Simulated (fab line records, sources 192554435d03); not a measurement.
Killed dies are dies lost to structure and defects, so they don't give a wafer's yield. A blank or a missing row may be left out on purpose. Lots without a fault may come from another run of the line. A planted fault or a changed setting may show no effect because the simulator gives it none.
Chamber matching | flow n5_finfet | N5_BEOL_M13_TRENCH_ETCH_34 on rie_diel-06: 4 sister chambers
The step etches SiOC in C4F8/O2/Ar, target depth 413.47 nm, time 162.6 s. 4 wafers are shown with their chamber, then 10 later ones without.

WAFERS WITH THEIR CHAMBER
wafer  | chamber | drypump_motor_current_A (A)
L086.1 | 2       | 5.99
L087.6 | 3       | 5.41
L091.1 | 1       | 6.23
L091.3 | 0       | 5.95

WAFERS WITHOUT THEIR CHAMBER
wafer  | drypump_motor_current_A (A)
L091.6 | 6.02
L093.1 | 5.42
L093.3 | 6.26
L093.5 | 6.26
L092.3 | 5.98
L092.4 | 5.90
L092.5 | 5.90
L097.1 | 5.41
L097.3 | 6.25
L097.5 | 6.25

WHICH CHAMBER EACH WENT THROUGH
wafer  | from the rows above     | in truth
L091.6 | can't be placed: 2 or 0 | 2
L093.1 | 3                       | 3
L093.3 | 1                       | 1
L093.5 | 1                       | 1
L092.3 | can't be placed: 2 or 0 | 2
L092.4 | can't be placed: 0 or 2 | 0
L092.5 | can't be placed: 0 or 2 | 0
L097.1 | 3                       | 3
L097.3 | 1                       | 1
L097.5 | 1                       | 1
Placed correctly: 6 of 10. Can't be placed from these rows: 4 (the true chamber is among the candidates in 4). Placed wrongly: 0.
How it was worked out, from the rows above alone: a wafer's distance from a chamber is the root of the sum, over the readings, of the square of ((its reading less the chamber's mean) divided by the reading's scatter). The wafer belongs to the nearest chamber; if the next one is less than 2 further off, it can't be placed. A chamber's mean is the mean of its shown wafers. The scatter: with one shown wafer a chamber, the root of the mean of the squares of how far each hidden wafer lies from its nearest shown one.
